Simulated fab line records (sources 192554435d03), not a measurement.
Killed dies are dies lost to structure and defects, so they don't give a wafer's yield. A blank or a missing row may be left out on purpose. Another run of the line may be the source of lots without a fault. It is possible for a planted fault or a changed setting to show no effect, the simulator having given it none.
fab line records    flow n5_finfet
record lots=10  wafers=30  last_day=18
route steps=1938 shown HKMG_FIN@420 BEOL_M4@1111 PASSIVATION@1936
lots untouched by any fault: they come from a run of this same line in which no faults occurred
start_h: the number of hours between the record's first day and the start of the first shown wafer of the lot    wait_h: time in hours since the lot's previous step    " same as the row above    L1.1+2: a single row standing in for several wafers    - either no value or no given start    * or withheld: withheld    < > ~ a bound
route shown NAME@n: NAME is a module with steps in the file, n the number in the route of the first one    usual: average and standard deviation across the fault-free wafers    same: alike in all rows    chamber/n: place in a boat    sites: readings site by site    _std_site: the standard deviation of these    _edge_site: inner sites' mean taken away from outer sites' mean    radius_mm: how far each site lies from the wafer's centre    mask NAME#n: copy n    behind: the most recent tool/chamber to have shaped the wafer    hold: the reason the lot was held/the length of the hold in hours/how it ended    device: names the non-switching transistor (n, p or np)    end of line: tests run on the same wafers once the route is complete    where a step has no rows: the recipe by itself    killed: not the wafer's yield, but the dies lost to structure and defects at the first sort    map: a wafer's dies, marking killed ones x, the rest . and places with no die _
set.NAME: setting as actually run; set.NAME@STEP: the setting as run at that earlier step    model.NAME: the simulator's own value behind a step, which no gauge read
the route's steps for a sample of lots (tables are steps, rows are wafers)
services: a tool's chamber out of use, with start hour (start_h, from the record's first day; less than 0 if before it), hours out, and reason
## steps
# step N5_HKMG_FIN_THK_MEAS_70
# recipe thk_meas_gauge=xrf  reads=HfO2_of_HKMG_FIN_HK_ALD_01
# usual HK_THK=1.601/0.02
lot.wafer  tool           chamber  start_h  wait_h  HK_THK[nm]
L443.1     film_metro-01  -        73.23    0.2     1.606
L443.4     "              -        "        "       1.610
L443.5     "              -        "        "       1.612
L446.2     film_metro-01  -        93.73    0.2     1.591
L446.3     "              -        "        "       1.608
L446.5     "              -        "        "       1.607
L450.3     film_metro-01  -        116.60   0.2     1.598
L450.4     "              -        "        "       1.606
L450.6     "              -        "        "       1.599
L451.1     film_metro-01  -        127.10   0.2     1.595
L451.5     "              -        "        "       1.593
L451.6     "              -        "        "       1.587
L457.1     film_metro-02  -        158.03   0.2     1.615
L457.3     "              -        "        "       1.615
L457.5     "              -        "        "       1.616
L459.2     film_metro-01  -        169.75   0.2     1.618
L459.3     "              -        "        "       1.604
L459.4     "              -        "        "       1.601
L461.2     film_metro-01  -        180.56   0.2     1.610
L461.4     "              -        "        "       1.593
L461.6     "              -        "        "       1.594
L463.2     film_metro-02  -        194.43   0.2     1.613
L463.3     "              -        "        "       1.628
L463.4     "              -        "        "       1.616
L464.1     film_metro-02  -        199.44   0.2     1.559
L464.3     "              -        "        "       1.579
L464.5     "              -        "        "       1.588
L466.2     film_metro-02  -        210.90   0.2     1.605
L466.3     "              -        "        "       1.593
L466.5     "              -        "        "       1.571
# step N5_HKMG_FIN_PWFM_ALD_03
# recipe material=TiN  target_thk_a=20  temp_c=400  ald_precursor_family=TiCl4  ald_co_reactant=NH3  pulse_time_s=1  purge_time_s=3  co_reactant_purge_time_s=2  co_reactant_pulse_time_s=2  ald_cycles=91  pressure_torr=3
# usual ald_cycles=91/0  chamber_pressure_Torr=3.000/0.0064  co_reactant_pulse_time_s=2/0  heater_power_w=902/73  precursor_pulse_height_rel=0.999/0.019
lot.wafer  tool          chamber  start_h  wait_h  ald_cycles  chamber_pressure_Torr  co_reactant_pulse_time_s  heater_power_w  precursor_pulse_height_rel
L443.1     ald_metal-02  1        73.26    0.0     91          2.997                  2                         902             0.974
L443.4     "             0        "        "       91          2.991                  2                         870             1.017
L443.5     "             3        "        "       91          2.990                  2                         926             0.993
L446.2     ald_metal-03  3        93.76    0.0     91          3.003                  2                         842             1.007
L446.3     "             1        "        "       91          2.998                  2                         1015            0.980
L446.5     "             0        "        "       91          2.995                  2                         826             0.989
L450.3     ald_metal-02  0        116.64   0.0     -           -                      -                         -               -
L450.4     "             3        "        "       -           -                      -                         -               -
L450.6     "             2        "        "       -           -                      -                         -               -
L451.1     ald_metal-02  2        127.14   0.0     -           -                      -                         -               -
L451.5     "             0        "        "       -           -                      -                         -               -
L451.6     "             1        "        "       -           -                      -                         -               -
L457.1     ald_metal-01  3        158.07   0.0     91          2.996                  2                         984             1.005
L457.3     "             0        "        "       91          3.010                  2                         897             0.995
L457.5     "             0        "        "       91          3.003                  2                         883             1.012
L459.2     ald_metal-03  1        169.78   0.0     91          2.993                  2                         1028            1.024
L459.3     "             2        "        "       91          3.000                  2                         822             1.025
L459.4     "             3        "        "       91          3.005                  2                         836             0.992
L461.2     ald_metal-02  1        180.59   0.0     91          3.000                  2                         898             0.977
L461.4     "             0        "        "       91          3.004                  2                         846             0.980
L461.6     "             1        "        "       91          3.002                  2                         879             0.997
L463.2     ald_metal-01  2        194.46   0.0     91          2.992                  2                         914             1.020
L463.3     "             0        "        "       91          3.001                  2                         868             1.006
L463.4     "             3        "        "       91          3.003                  2                         987             0.993
L464.1     ald_metal-02  1        199.48   0.0     91          2.997                  2                         892             1.002
L464.3     "             3        "        "       91          2.992                  2                         930             1.034
L464.5     "             2        "        "       91          2.999                  2                         830             1.003
L466.2     ald_metal-01  2        210.93   0.0     91          2.998                  2                         917             1.012
L466.3     "             0        "        "       91          3.011                  2                         887             1.008
L466.5     "             0        "        "       91          2.992                  2                         893             0.964
# step N5_HKMG_FIN_OVL_MEAS_13
# recipe points_per_wafer=44
# usual NWFM_OVL=-0.3/0.73
lot.wafer  tool        chamber  start_h  wait_h  NWFM_OVL[nm]
L443.1     overlay-02  0        74.01    0.0     -0.2
L443.4     "           0        "        "       0.1
L443.5     "           0        "        "       -0.4
L446.2     overlay-01  0        94.51    0.0     0.1
L446.3     "           0        "        "       0.1
L446.5     "           0        "        "       -0.9
L450.3     overlay-02  0        117.54   0.0     0.4
L450.4     "           0        "        "       0.4
L450.6     "           0        "        "       -0.3
L451.1     overlay-02  0        128.00   0.0     0.9
L451.5     "           0        "        "       0.6
L451.6     "           0        "        "       -0.3
L457.1     overlay-01  0        158.93   0.0     -0.6
L457.3     "           0        "        "       -1.1
L457.5     "           0        "        "       -0.7
L459.2     overlay-02  0        170.52   0.0     -0.8
L459.3     "           0        "        "       -0.3
L459.4     "           0        "        "       -0.3
L461.2     overlay-01  0        181.46   0.0     0.5
L461.4     "           0        "        "       0.6
L461.6     "           0        "        "       0.6
L463.2     overlay-01  0        195.21   0.0     -0.5
L463.3     "           0        "        "       -0.4
L463.4     "           0        "        "       -0.3
L464.1     overlay-02  0        200.35   0.0     -1.0
L464.3     "           0        "        "       0.5
L464.5     "           0        "        "       -0.6
L466.2     overlay-02  0        211.80   0.0     -1.3
L466.3     "           0        "        "       -0.6
L466.5     "           0        "        "       -0.9
# step N5_HKMG_FIN_INSPECT_14
# recipe mode=adi  inspect_instrument=macro
# usual raw_defect_count=2.0/1.5
lot.wafer  tool               chamber  start_h  wait_h  raw_defect_count
L443.1     defect_inspect-02  -        74.03    0.0     5
L443.4     "                  -        "        "       5
L443.5     "                  -        "        "       5
L446.2     defect_inspect-02  -        94.53    0.0     1
L446.3     "                  -        "        "       1
L446.5     "                  -        "        "       0
L450.3     defect_inspect-02  -        117.56   0.0     1
L450.4     "                  -        "        "       0
L450.6     "                  -        "        "       2
L451.1     defect_inspect-01  -        128.03   0.0     2
L451.5     "                  -        "        "       2
L451.6     "                  -        "        "       0
L457.1     defect_inspect-01  -        158.96   0.0     2
L457.3     "                  -        "        "       3
L457.5     "                  -        "        "       2
L459.2     defect_inspect-02  -        170.55   0.0     2
L459.3     "                  -        "        "       1
L459.4     "                  -        "        "       3
L461.2     defect_inspect-01  -        181.48   0.0     1
L461.4     "                  -        "        "       0
L461.6     "                  -        "        "       1
L463.2     defect_inspect-02  -        195.23   0.0     3
L463.3     "                  -        "        "       3
L463.4     "                  -        "        "       2
L464.1     defect_inspect-02  -        200.37   0.0     6
L464.3     "                  -        "        "       2
L464.5     "                  -        "        "       2
L466.2     defect_inspect-02  -        211.83   0.0     0
L466.3     "                  -        "        "       1
L466.5     "                  -        "        "       2
# step N5_BEOL_M4_RC_MEAS_101
# usual DIBL_N=36.5/1.4  DIBL_P=36.9/1.7  IOFF_N=0.163/0.023  IOFF_P=0.22/0.032  IOFF_P_85C=3.8/0.46  IOFF_P_LIN=0.102/0.012  IOFF_P_LONG=0.000104/8.6e-06  ION_N=673/9  ION_P=462/7.5  SS_N=71.6/0.54  SS_P=73.4/0.62  VT_N=249.8/2.8  VT_P=-250/3.5  VT_P_LONG=-275.5/3  VT_P_LVT=-98.8/2.9
lot.wafer  tool       chamber  start_h  wait_h  DIBL_N[mV/V]  DIBL_P[mV/V]  IOFF_N[nA/um]  IOFF_P[nA/um]  IOFF_P_85C[nA/um]  IOFF_P_LIN[nA/um]  IOFF_P_LONG[nA/um]  ION_N[uA/um]  ION_P[uA/um]  SS_N[mV/dec]  SS_P[mV/dec]  VT_N[mV]  VT_P[mV]  VT_P_LONG[mV]  VT_P_LVT[mV]
L443.1     prober-02  0        164.82   0.0     35.6          35.4          0.143          0.19           3.3                0.091              9.8e-05             663           459           71.8          73.3          252.3     -255      -276.4         -101.3
L443.4     "          0        "        "       36.6          36.4          0.167          0.20           3.6                0.095              9.5e-05             665           450           72.1          73.2          249.5     -253      -278.8         -100.6
L443.5     "          0        "        "       35.5          35.4          0.149          0.19           3.3                0.090              9.8e-05             674           461           71.7          72.7          251.7     -255      -276.2         -100.1
L446.2     prober-01  0        186.04   0.2     36.1          37.5          0.159          0.23           3.9                0.105              0.000106            674           469           71.1          73.0          248.9     -247      -276.4         -97.9
L446.3     "          0        "        "       37.7          39.1          0.190          0.27           4.4                0.117              0.000105            678           469           71.6          73.6          249.7     -248      -276.5         -97.0
L446.5     "          0        "        "       35.5          36.7          0.152          0.22           3.9                0.103              0.000106            677           471           71.4          73.6          253.0     -252      -275.3         -98.2
L450.3     prober-01  0        210.98   0.3     36.0          35.8          0.153          0.00           0.1                0.002              4.3e-05             673           292           72.0          73.9          249.3     -363      -387.0         -211.0
L450.4     "          0        "        "       37.8          37.9          0.184          0.00           0.1                0.002              4.3e-05             667           289           72.8          73.8          247.4     -361      -385.8         -207.1
L450.6     "          0        "        "       37.8          37.7          0.179          0.00           0.1                0.002              4.5e-05             684           295           72.0          73.6          245.8     -363      -384.7         -208.0
L451.1     prober-01  0        213.11   0.0     36.0          37.5          0.176          0.00           0.2                0.002              4.7e-05             676           303           71.8          74.1          248.6     -353      -379.5         -207.3
L451.5     "          0        "        "       35.8          37.3          0.174          0.00           0.2                0.002              4.5e-05             672           304           71.7          74.3          246.6     -359      -382.9         -208.2
L451.6     "          0        "        "       36.5          37.8          0.187          0.01           0.2                0.002              4.5e-05             679           304           73.1          73.4          249.4     -356      -383.5         -205.7
L457.1     prober-02  0        258.78   0.0     36.8          37.7          0.165          0.23           4.0                0.108              0.00011             676           463           71.1          74.2          250.1     -249      -273.2         -95.2
L457.3     "          0        "        "       38.4          39.3          0.190          0.27           4.6                0.121              0.000108            678           470           71.7          73.5          249.8     -246      -276.5         -93.2
L457.5     "          0        "        "       37.9          38.4          0.181          0.25           4.2                0.111              0.000106            676           468           71.4          73.5          249.2     -249      -274.0         -95.2
L459.2     prober-02  0        272.90   0.2     38.2          39.0          0.202          0.26           4.4                0.118              0.000113            680           470           71.1          73.4          245.6     -246      -274.4         -95.5
L459.3     "          0        "        "       35.8          36.5          0.160          0.21           3.7                0.103              0.000108            660           454           71.4          72.9          248.4     -249      -273.8         -97.0
L459.4     "          0        "        "       35.6          35.4          0.148          0.19           3.4                0.094              0.000108            676           460           71.3          73.3          250.4     -252      -274.0         -99.0
L461.2     prober-01  0        280.63   0.2     37.0          38.6          0.158          0.21           3.6                0.098              0.0001              673           466           71.4          73.5          249.6     -250      -277.9         -99.8
L461.4     "          0        "        "       38.6          40.0          0.175          0.22           3.8                0.100              9.6e-05             676           457           72.2          73.9          251.9     -253      -279.1         -99.3
L461.6     "          0        "        "       38.9          39.9          0.186          0.23           3.9                0.105              0.0001              676           459           72.4          74.1          250.7     -251      -278.0         -99.2
L463.2     prober-02  0        282.28   0.2     37.8          39.6          0.191          0.22           3.9                0.100              9.5e-05             679           457           71.9          74.2          247.5     -252      -281.8         -102.0
L463.3     "          0        "        "       35.1          36.1          0.142          0.17           3.1                0.082              9.5e-05             671           448           71.0          73.7          251.1     -258      -279.1         -106.1
L463.4     "          0        "        "       34.4          35.9          0.128          0.17           3.1                0.080              9.3e-05             656           454           70.8          73.8          255.7     -254      -277.2         -106.7
L466.2     prober-02  0        303.82   0.2     37.3          36.0          0.184          0.25           4.2                0.116              0.000119            675           464           71.8          73.7          246.7     -246      -272.1         -94.7
L466.3     "          0        "        "       38.3          37.0          0.213          0.29           4.7                0.127              0.00012             673           460           71.7          74.9          245.4     -246      -272.3         -93.7
L466.5     "          0        "        "       37.7          35.6          0.183          0.25           4.2                0.118              0.000121            673           462           72.7          74.1          249.9     -247      -272.5         -94.8
L464.1     prober-01  0        307.65   0.0     32.4          32.4          0.116          0.17           3.0                0.087              0.000112            662           457           70.1          72.2          252.3     -253      -273.8         -101.5
L464.3     "          0        "        "       33.6          34.1          0.125          0.18           3.2                0.093              0.000112            672           472           70.4          72.7          252.2     -251      -274.2         -99.8
L464.5     "          0        "        "       33.5          33.6          0.126          0.17           3.0                0.087              0.000109            670           458           70.2          72.0          247.5     -254      -277.1         -103.1
# step N5_PASSIVATION_PROBE_49
# usual defect_limited_yield=91.2/1.4  killed_at_M0_to_M3=35/11  killed_at_M4_up=12/4.2  killed_at_contacts=13/5.6  killed_at_front_end=40/12  killed_at_other=3.3/2.6  killed_dies=103/17  killed_open=68/12  killed_short=34/7.6  sort_bin_5_function=5.1/0.95  sort_bin_6_memory=3.3/0.68  sort_bin_8_speed=0.00/0.007  sort_n_pass=1077/17  sort_yield_pct=91.2/1.4
# same gross_dies=1180  killed_at_back_side=0  sort_bin_4_leakage[%]=0
lot.wafer  tool       chamber  start_h  wait_h  defect_limited_yield[%]  killed_at_M0_to_M3  killed_at_M4_up  killed_at_contacts  killed_at_front_end  killed_at_other  killed_dies  killed_open  killed_short  sort_bin_5_function[%]  sort_bin_6_memory[%]  sort_bin_8_speed[%]  sort_n_pass  sort_yield_pct[%]
L450.3     prober-02  -        306.08   0.1     90.3                     31                  18               30                  34                   1                114          83           31            5.6                     4.0                   90.34                0            0
L450.4     prober-02  -        306.13   0.2     91.0                     45                  8                22                  30                   1                106          73           32            5.3                     3.5                   91.02                0            0
L450.6     prober-02  -        306.23   0.3     90.8                     30                  18               17                  44                   0                109          71           35            5.0                     3.6                   90.76                0            0
L451.1     prober-01  -        319.35   0.0     91.8                     37                  25               7                   24                   4                97           65           32            4.6                     3.3                   91.78                0            0
L451.5     prober-01  -        319.55   0.2     91.7                     26                  12               19                  39                   2                98           68           30            5.3                     2.9                   91.69                0            0
L451.6     prober-01  -        319.60   0.3     91.7                     26                  12               12                  47                   1                98           63           35            4.3                     3.8                   91.69                0            0
L457.1     prober-02  -        355.75   0.0     89.3                     44                  19               11                  50                   2                126          84           39            5.7                     4.7                   0                    1054         89.3
L457.3     prober-02  -        355.85   0.1     90.1                     38                  7                12                  55                   5                117          80           35            6.0                     3.6                   0                    1063         90.1
L457.5     prober-02  -        355.95   0.2     89.9                     22                  15               17                  60                   5                119          82           36            6.7                     3.0                   0                    1061         89.9
# killed by level:class
L450.3 MOL_CONTACT_COAG:geometric_particle:open=25 STI_FIN_REVEAL:geometric_particle:open=12 BEOL_M0_SAQP:geometric_particle:open=12 BEOL_M0_SAQP:geometric_particle:short=8 BEOL_M4:geometric_particle:open=7 MOL_CONTACT_COAG:geometric_particle:short=5 GATE_CUT:geometric_particle:short=4 BEOL_M3:geometric_particle:open=4
L450.4 MOL_CONTACT_COAG:geometric_particle:open=19 BEOL_M1:geometric_particle:open=8 BEOL_M0_SAQP:geometric_particle:open=7 BEOL_M0_SAQP:geometric_particle:short=7 BEOL_M2:geometric_particle:open=7 BEOL_M2:geometric_particle:short=7 BEOL_M3:geometric_particle:open=7 STI_FIN_REVEAL:geometric_particle:open=6
L450.6 MOL_CONTACT_COAG:geometric_particle:open=16 STI_FIN_REVEAL:geometric_particle:open=15 BEOL_M0_SAQP:geometric_particle:open=9 BEOL_M4:geometric_particle:open=8 FIN_SAQP:geometric_particle:short=7 BEOL_M0_SAQP:geometric_particle:short=7 STI_FIN_REVEAL:geometric_particle:short=4 GATE_CUT:geometric_particle:open=4
L451.1 BEOL_M4:geometric_particle:open=14 BEOL_M0_SAQP:geometric_particle:short=9 BEOL_M3:geometric_particle:open=8 MOL_CONTACT_COAG:geometric_particle:open=6 BEOL_M1:geometric_particle:open=6 FIN_SAQP:geometric_particle:short=5 BEOL_M0_SAQP:geometric_particle:open=5 BEOL_M4:geometric_particle:short=5
L451.5 MOL_CONTACT_COAG:geometric_particle:open=17 FIN_SAQP:geometric_particle:open=11 BEOL_M4:geometric_particle:open=9 FIN_SAQP:geometric_particle:short=8 BEOL_M3:geometric_particle:open=7 BEOL_M0_SAQP:geometric_particle:open=6 GATE_CUT:geometric_particle:short=5 BEOL_M0_SAQP:geometric_particle:short=5
L451.6 STI_FIN_REVEAL:geometric_particle:open=10 MOL_CONTACT_COAG:geometric_particle:open=10 BEOL_M4:geometric_particle:open=9 FIN_SAQP:geometric_particle:short=8 DUMMY_GATE:geometric_particle:open=7 ILD0:geometric_particle:short=5 BEOL_M0_SAQP:geometric_particle:open=5 BEOL_M3:geometric_particle:open=5
L457.1 FIN_SAQP:geometric_particle:open=13 BEOL_M0_SAQP:geometric_particle:open=12 BEOL_M1:geometric_particle:open=11 STI_FIN_REVEAL:geometric_particle:open=8 MOL_CONTACT_COAG:geometric_particle:open=8 BEOL_M0_SAQP:geometric_particle:short=6 FIN_CUT:geometric_particle:short=5 BEOL_M3:geometric_particle:open=5
L457.3 FIN_SAQP:geometric_particle:open=19 MOL_CONTACT_COAG:geometric_particle:open=11 FIN_SAQP:geometric_particle:short=9 BEOL_M1:geometric_particle:open=9 BEOL_M2:geometric_particle:open=8 GATE_CUT:geometric_particle:short=6 BEOL_M0_SAQP:geometric_particle:open=6 DUMMY_GATE:geometric_particle:open=5
L457.5 FIN_SAQP:geometric_particle:open=16 MOL_CONTACT_COAG:geometric_particle:open=14 FIN_SAQP:geometric_particle:short=10 STI_FIN_REVEAL:geometric_particle:open=8 BEOL_M0_SAQP:geometric_particle:open=8 GATE_CUT:geometric_particle:short=6 BEOL_M5:geometric_particle:open=5 ILD0:geometric_particle:open=4
## services
tool          chamber  start_h  hours  kind
ald_metal-01  1        67.16    -      calibration
ald_metal-02  2        79.18    7.7    repair
ald_metal-02  1        83.73    5.2    repair
ald_metal-01  0        107.44   20.9   repair
ald_metal-03  1        113.25   24.0   repair
ald_metal-03  2        116.12   4.3    repair
ald_metal-03  2        139.43   27.2   repair
ald_metal-02  -        148.37   1.7    repair
ald_metal-01  -        202.06   2.8    pm
## key
first_sign step=N5_HKMG_FIN_PWFM_ALD_03  reading=tool_record  direction=missing
effect step=N5_BEOL_M4_RC_MEAS_101  reading=VT_P_LVT  direction=down  sigmas=37  usual=-98.8  struck=-207.9
effect step=N5_BEOL_M4_RC_MEAS_101  reading=VT_P_LONG  direction=down  sigmas=36  usual=-275.5  struck=-383.9
effect step=N5_BEOL_M4_RC_MEAS_101  reading=VT_P  direction=down  sigmas=31  usual=-250  struck=-359
effect step=N5_BEOL_M4_RC_MEAS_101  reading=ION_P  direction=down  sigmas=22  usual=462  struck=298
effect step=N5_BEOL_M4_RC_MEAS_101  reading=IOFF_P_LIN  direction=down  sigmas=8.2  usual=0.102  struck=0.002
effect step=N5_BEOL_M4_RC_MEAS_101  reading=IOFF_P_85C  direction=down  sigmas=7.9  usual=3.8  struck=0.1
effect step=N5_BEOL_M4_RC_MEAS_101  reading=IOFF_P_LONG  direction=down  sigmas=6.9  usual=0.000104  struck=4.5e-05
effect step=N5_BEOL_M4_RC_MEAS_101  reading=IOFF_P  direction=down  sigmas=6.7  usual=0.22  struck=0.00
effect step=N5_PASSIVATION_PROBE_49  reading=sort_bin_8_speed  direction=up  sigmas=99+  usual=0.00  struck=91.21
met_at N5_HKMG_FIN_PWFM_ALD_03
struck_lots L450,L451
not_acting_at N5_HKMG_FIN_THK_MEAS_70,N5_HKMG_FIN_OVL_MEAS_13,N5_HKMG_FIN_INSPECT_14
onset_between 73.26 116.64
fault kind=skipped_step_whole  tool=ald_metal-02  chamber=-  onset_h=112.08  steps=N5_HKMG_FIN_PWFM_ALD_03  scope=struck_lots_only
